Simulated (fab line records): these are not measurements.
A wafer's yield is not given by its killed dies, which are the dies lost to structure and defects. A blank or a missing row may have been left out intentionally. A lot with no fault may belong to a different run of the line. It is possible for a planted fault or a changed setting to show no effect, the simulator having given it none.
Shared-tool check	flow nand-harc	12 lots, 35 wafers sampled

REASON IT WAS OPENED
Flagged at NHARC_A_M1_CD_MEAS_09: reading cd-nm, on 1 of 12 lots. No-fault wafers: 120.0 nm, standard deviation 0.59.
Rule: flag the lot when none of its wafers has a number, or when each of its wafers that has one lies beyond 4 standard deviations from that mean. The rest of the lots are taken to be sound.

lot	measured	on	cd-nm (nm), wafer by wafer	flag
L669	day 23 09:46	cd-sem-03	120.0 120.2 120.4	
L671	day 23 15:58	cd-sem-03	120.9 120.2 120.1	
L668	day 23 18:36	cd-sem-03	118.8 119.7 120.7	
L674	day 26 00:57	cd-sem-03	119.9 118.6 119.3	
L675	day 26 06:01	cd-sem-01	119.7 119.2 119.1	
L677	day 26 21:49	cd-sem-02	119.8 120.2 120.1	
L676	day 27 02:26	cd-sem-02	120.2 120.0 119.3	
L678	day 27 10:00	cd-sem-03	120.2 119.9 120.5	
L681	day 27 19:20	cd-sem-02	120.3 120.2 119.6	
L682	day 28 20:47	cd-sem-02	120.5 120.2 120.5	
L683	day 28 21:07	cd-sem-01	120.8 120.6 118.9	
L687	day 31 09:33	cd-sem-01	130.9 131.6	FLAGGED
The numbers of the flagged lots are 131.2 nm on average: +11.2 nm against the usual, or +19 standard deviations.

WHICH TOOL EACH LOT WENT THROUGH
4 process steps preceding the reading are held in the record, out of 1302 steps in the route. Cell contents, in order: the tool; ch with the chambers the sampled wafers went through; the start.
lot	flag	NHARC_A_M0_STRIP_18	NHARC_A_M0_PVD_21	NHARC_A_M0_ANNEAL_30	NHARC_A_M1_PEB_07
L669		rie-diel-01 ch 0,2,3, day 23 06:18	pvd-sputter-02, day 23 07:35 or earlier	rtp-anneal-02 ch 0, day 23 07:35	litho-track-04 ch 0, day 23 09:41
L671		rie-diel-01 ch 2,3, day 23 12:31	pvd-sputter-02, day 23 13:53 or earlier	rtp-anneal-02 ch 0, day 23 13:53	litho-track-06 ch 0, day 23 15:53
L668		rie-diel-01 ch 0,2,3, day 23 15:16	pvd-sputter-01, day 23 16:36 or earlier	rtp-anneal-02 ch 0, day 23 16:36	litho-track-06 ch 0, day 23 18:31
L674		rie-diel-04 ch 1,2,3, day 25 21:35	pvd-sputter-01, day 25 22:52 or earlier	rtp-anneal-02 ch 0, day 25 22:52	litho-track-01 ch 0, day 26 00:52
L675		rie-diel-01 ch 0,1,3, day 26 02:30	pvd-sputter-03, day 26 03:52 or earlier	rtp-anneal-01 ch 0, day 26 03:52	litho-track-01 ch 0, day 26 05:56
L677		rie-diel-04 ch 0,1,2, day 26 18:13	pvd-sputter-01, day 26 19:30 or earlier	rtp-anneal-02 ch 0, day 26 19:30	litho-track-04 ch 0, day 26 21:44
L676		rie-diel-01 ch 1,2,3, day 26 22:56	pvd-sputter-01, day 27 00:16 or earlier	rtp-anneal-01 ch 0, day 27 00:16	litho-track-01 ch 0, day 27 02:22
L678		rie-diel-04 ch 1,2, day 27 06:26	pvd-sputter-01, day 27 07:45 or earlier	rtp-anneal-02 ch 0, day 27 07:45	litho-track-06 ch 0, day 27 09:55
L681		rie-diel-04 ch 0,1,2, day 27 15:49	pvd-sputter-01, day 27 17:10 or earlier	rtp-anneal-01 ch 0, day 27 17:10	litho-track-04 ch 0, day 27 19:15
L682		rie-diel-04 ch 0,1,3, day 28 17:14	pvd-sputter-01, day 28 18:35 or earlier	rtp-anneal-02 ch 0, day 28 18:35	litho-track-06 ch 0, day 28 20:43
L683		rie-diel-11 ch 0,1,3, day 28 17:37	pvd-sputter-02, day 28 18:57 or earlier	rtp-anneal-02 ch 0, day 28 18:57	litho-track-01 ch 0, day 28 21:02
L687	FLAGGED	rie-diel-04 ch 1,3, day 31 05:50	pvd-sputter-01, day 31 07:20 or earlier	rtp-anneal-02 ch 0, day 31 07:20	litho-track-01 ch 0, day 31 09:28
What the steps here do:
- NHARC_A_M0_STRIP_18: strips in N2/H2.
- NHARC_A_M0_PVD_21: deposits Cu, target thk 30 nm, time 20.49 s.
- NHARC_A_M0_ANNEAL_30: time 90 s.
- NHARC_A_M1_PEB_07: peb time 65 s.
- NHARC_A_M1_CD_MEAS_09: target cd 120 nm.

FLAGGED AGAINST TOTAL, ONE TOOL AT A TIME (gauges that did the reading follow at the end)
step	tool	lots run	flagged	share of the flagged lots	sound lots run after its first flagged lot
NHARC_A_M0_STRIP_18	rie-diel-01	5	0	none	-
NHARC_A_M0_STRIP_18	rie-diel-04	6	1	all	0
NHARC_A_M0_STRIP_18	rie-diel-11	1	0	none	-
NHARC_A_M0_PVD_21	pvd-sputter-01	8	1	all	0
NHARC_A_M0_PVD_21	pvd-sputter-02	3	0	none	-
NHARC_A_M0_PVD_21	pvd-sputter-03	1	0	none	-
NHARC_A_M0_ANNEAL_30	rtp-anneal-01	3	0	none	-
NHARC_A_M0_ANNEAL_30	rtp-anneal-02	9	1	all	0
NHARC_A_M1_PEB_07	litho-track-01	5	1	all	0
NHARC_A_M1_PEB_07	litho-track-04	3	0	none	-
NHARC_A_M1_PEB_07	litho-track-06	4	0	none	-
NHARC_A_M1_CD_MEAS_09	cd-sem-01	3	1	all	0
NHARC_A_M1_CD_MEAS_09	cd-sem-02	4	0	none	-
NHARC_A_M1_CD_MEAS_09	cd-sem-03	5	0	none	-
NHARC_A_M0_PVD_21: start missing for some lots; hours and lot order therefore follow NHARC_A_M0_ANNEAL_30.

WHAT THE TABLE PERMITS
5 rows of the table ran every flagged lot: rie-diel-04 at NHARC_A_M0_STRIP_18, pvd-sputter-01 at NHARC_A_M0_PVD_21, rtp-anneal-02 at NHARC_A_M0_ANNEAL_30, litho-track-01 at NHARC_A_M1_PEB_07, cd-sem-01 at NHARC_A_M1_CD_MEAS_09.
- rie-diel-04 at NHARC_A_M0_STRIP_18: 1 of its 6 lots flagged. Last sound lot L682 at day 28 17:14, first flagged lot L687 at day 31 05:50; a fault beginning in between fits.
- pvd-sputter-01 at NHARC_A_M0_PVD_21: 1 of its 8 lots flagged. Last sound lot L682 at day 28 18:35, first flagged lot L687 at day 31 07:20; a fault beginning in between fits.
- rtp-anneal-02 at NHARC_A_M0_ANNEAL_30: 1 of its 9 lots flagged. Last sound lot L683 at day 28 18:57, first flagged lot L687 at day 31 07:20; a fault beginning in between fits.
- litho-track-01 at NHARC_A_M1_PEB_07: 1 of its 5 lots flagged. Last sound lot L683 at day 28 21:02, first flagged lot L687 at day 31 09:28; a fault beginning in between fits.
- cd-sem-01 at NHARC_A_M1_CD_MEAS_09: 1 of its 3 lots flagged. Last sound lot L683 at day 28 21:07, first flagged lot L687 at day 31 09:33; a fault beginning in between fits.
These 5 tools cannot be told apart by counting lots, since each of them fits a fault that started at some hour. More lots, or a look at what each step does to the wafer, might.

WHAT THE SIMULATOR PUT IN
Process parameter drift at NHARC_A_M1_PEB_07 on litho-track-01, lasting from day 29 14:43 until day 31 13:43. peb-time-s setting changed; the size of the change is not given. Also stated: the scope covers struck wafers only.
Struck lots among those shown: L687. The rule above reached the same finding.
